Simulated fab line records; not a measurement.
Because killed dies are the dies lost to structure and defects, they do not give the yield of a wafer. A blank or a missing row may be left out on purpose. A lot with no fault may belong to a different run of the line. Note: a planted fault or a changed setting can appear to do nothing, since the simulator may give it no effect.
Chamber matching + flow nand-harc + NHARC_P_CONTACT_ALD_22 on ald-metal-03 has 4 sister chambers
The step deposits TiN, target thk 3 nm, pulse time 1 s, ald cycles 150. 8 wafers are shown with their chamber, then 7 later ones without.

## WAFERS WITH THEIR CHAMBER
| wafer  | chamber | heater-power-w (W) | precursor-pulse-height-rel |
|--------|---------|--------------------|----------------------------|
| L085.2 | 1       | 1247               | 1.010                      |
| L085.3 | 3       | 1204               | 1.011                      |
| L085.6 | 2       | 1213               | 1.021                      |
| L086.1 | 0       | 964                | 0.995                      |
| L086.3 | 2       | 1221               | 1.017                      |
| L086.5 | 1       | 1230               | 0.967                      |
| L093.2 | 3       | 1222               | 1.009                      |
| L093.4 | 0       | 913                | 1.034                      |

## WAFERS MISSING THEIR CHAMBER
| wafer  | heater-power-w (W) | precursor-pulse-height-rel |
|--------|--------------------|----------------------------|
| L093.6 | 1235               | 0.958                      |
| L095.3 | 1225               | 1.007                      |
| L095.4 | 1259               | 1.021                      |
| L095.5 | 1215               | 0.985                      |
| L096.2 | 1245               | 0.961                      |
| L096.3 | 1249               | 0.955                      |
| L096.5 | 1202               | 1.003                      |

## WHICH CHAMBER EACH WENT THROUGH
| wafer  | from the rows above          | in truth |
|--------|------------------------------|----------|
| L093.6 | can't be placed: 1 or 3 or 2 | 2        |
| L095.3 | can't be placed: 3 or 2 or 1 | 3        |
| L095.4 | can't be placed: 1 or 2 or 3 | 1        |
| L095.5 | can't be placed: 1 or 3 or 2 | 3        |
| L096.2 | can't be placed: 1 or 3 or 2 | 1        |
| L096.3 | can't be placed: 1 or 3 or 2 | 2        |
| L096.5 | can't be placed: 3 or 2 or 1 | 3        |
Correct placement for 0 of the 7. From these rows, 7 cannot be placed; in 7 the true chamber is one of the candidates. Wrongly placed: 0.
How it was worked out, from the rows above alone: a wafer's distance from a chamber is the root of the sum, over the readings, of the square of ((its reading less the chamber's mean) divided by the reading's scatter). The wafer belongs to the nearest chamber; if the next one is less than 2 further off, it can't be placed. Each chamber's mean is taken over the wafers shown for it. The scatter: the root of (the sum of the squares of (reading less its chamber's mean) over the shown wafers, divided by (wafers less chambers)).
